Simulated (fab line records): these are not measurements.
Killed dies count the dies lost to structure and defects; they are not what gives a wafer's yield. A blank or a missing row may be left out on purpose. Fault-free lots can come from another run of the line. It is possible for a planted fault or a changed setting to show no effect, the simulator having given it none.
Comparing a struck lot with a sound one    flow nand harc    17 steps out of a route of 1302
Sound: the wafers L570.3, L570.4, L570.5. Struck: wafer L578.3. (L578.1, L578.5 of the same lot were not struck and are left out.) The cause comes at the end.
Each step with rows lists, per side, the tool, then ch with its chambers, then its first start. Under that, the readings that differ: sound wafers    struck wafers    difference of the means    sigmas: that difference in standard deviations of wafers without a fault.
alike: words and numbers the same on both sides, and readings whose means are apart by under 2 such deviations; not compared: readings that were withheld, readings missing a value for some wafer, numbers with overlapping values and no deviation given by the record, and bounds like >300 which may hide the same value.
Wherever a step has rows on one side only, a row that says differs or no value, or a row with sigmas, the two part there. Non-overlapping numbers with no deviation appear without sigmas and do not part them. A reading that every wafer of one side lacks parts them only if that side has two wafers or more.

NHARC_P_M1_INSPECT_11:
  struck on defect inspect-01, day 10 08:47; sound on defect inspect-02, day 7 05:47
  alike: raw defect count
NHARC_P_M1_DESCUM_14: chemistry O2, time 3 s.
  sound on rie diel-06 ch 0,2,3, day 7 05:50; struck on rie diel-06 ch 0, day 10 08:52
  alike: drypump motor current A, oes product au, rf vpp V, showerhead plenum p Torr, throttle valve pct
  not compared: rf hours counter h
then, 2 steps without rows for these wafers: NHARC_P_M1_ETCH_35 (etches the open film in N2/H2, target depth 40 nm, overetch 12 nm, time 43.94 s); NHARC_P_M1_ETCH_15 (etches the open film in C4F8/Ar, target depth 182.5 nm, time 91.2 s).
NHARC_P_M1_CD_MEAS_16:
  struck on cd sem-02, day 10 09:09; sound on cd sem-02, day 7 06:09
  alike: cd nm
then, 1 step without rows for these wafers: NHARC_P_M1_STRIP_18 (strips in N2/H2).
NHARC_P_M1_ETCH_28: etches the open film in CF4/N2, target depth 30 nm, time 72.99 s.
  sound: rie diel-13 ch 1,2; struck: rie diel-06 ch 1
reading       sound              struck  difference  sigmas
rf vpp V (V)  311.3 313.1 313.5  308.8   -3.8        -2
  alike: drypump motor current A, oes product au, showerhead plenum p Torr, throttle valve pct
  not compared: rf hours counter h
then, 1 step without rows for these wafers: NHARC_P_M1_STRIP_19 (strips in post etch residue remover, time 600 s).
NHARC_P_M1_DEGAS_29: time 60 s.
  struck on pvd sputter-01, day 10 09:53; sound on pvd sputter-02, day 7 06:54
  alike: heater power w
then, 1 step without rows for these wafers: NHARC_P_M1_PRE_CLEAN_30 (time 30 s).
NHARC_P_M1_PVD_20: deposits TaN, target thk 5 nm, time 8.06 s.
  sound on pvd sputter-02; struck on pvd sputter-01
  alike: bias v, throttle valve pct
then, 1 step without rows for these wafers: NHARC_P_M1_PVD_21 (deposits Cu, target thk 30 nm, time 20.49 s).
NHARC_P_M1_ECD_22: material Cu, target thk 400 nm.
  sound on ecd cu-02 ch 0,1, day 7 07:22; struck on ecd cu-02 ch 0,1, day 10 10:30
NHARC_P_M1_ANNEAL_31: time 90 s.
  sound on rtp anneal-01 ch 0, day 7 07:44; struck on rtp anneal-02 ch 0, day 10 10:49
reading           sound                 struck  difference  sigmas
wafer_temp_C_max  226.23 225.89 226.22  225.40  -0.71       -2
NHARC_P_M1_CMP_23: polishes, t overpolish 20 s, target thk 157.82 nm.
  sound on cmp-03 ch 0,1, day 7 07:59; struck on cmp-01 ch 1, day 10 11:10
reading                 sound           struck  difference  sigmas
time to endpoint s (s)  31.2 30.9 31.1  45.5    +14.4       +6
  alike: motor current A, retaining ring pressure frac, slurry flow ml min
NHARC_P_M1_THK_MEAS_24: measures by xrf.
  struck on film metro-02, day 10 11:29; sound on film metro-01, day 7 08:18
  alike: thk nm
-- the record jumps here: 18 days lie between the struck wafers' starts before and after (it left off in module P_M1 and takes up again in module END, whose first step shown is number 1302 of the route) --
NHARC_END_SORT_01:
  here the record holds rows for the struck wafers (prober-01 ch 0, day 28 13:22) but none for the sound ones

WHERE THEY PART
At NHARC_P_M1_ETCH_28 first; at NHARC_END_SORT_01 last (within this record only).

WHY: whatever the simulator had introduced
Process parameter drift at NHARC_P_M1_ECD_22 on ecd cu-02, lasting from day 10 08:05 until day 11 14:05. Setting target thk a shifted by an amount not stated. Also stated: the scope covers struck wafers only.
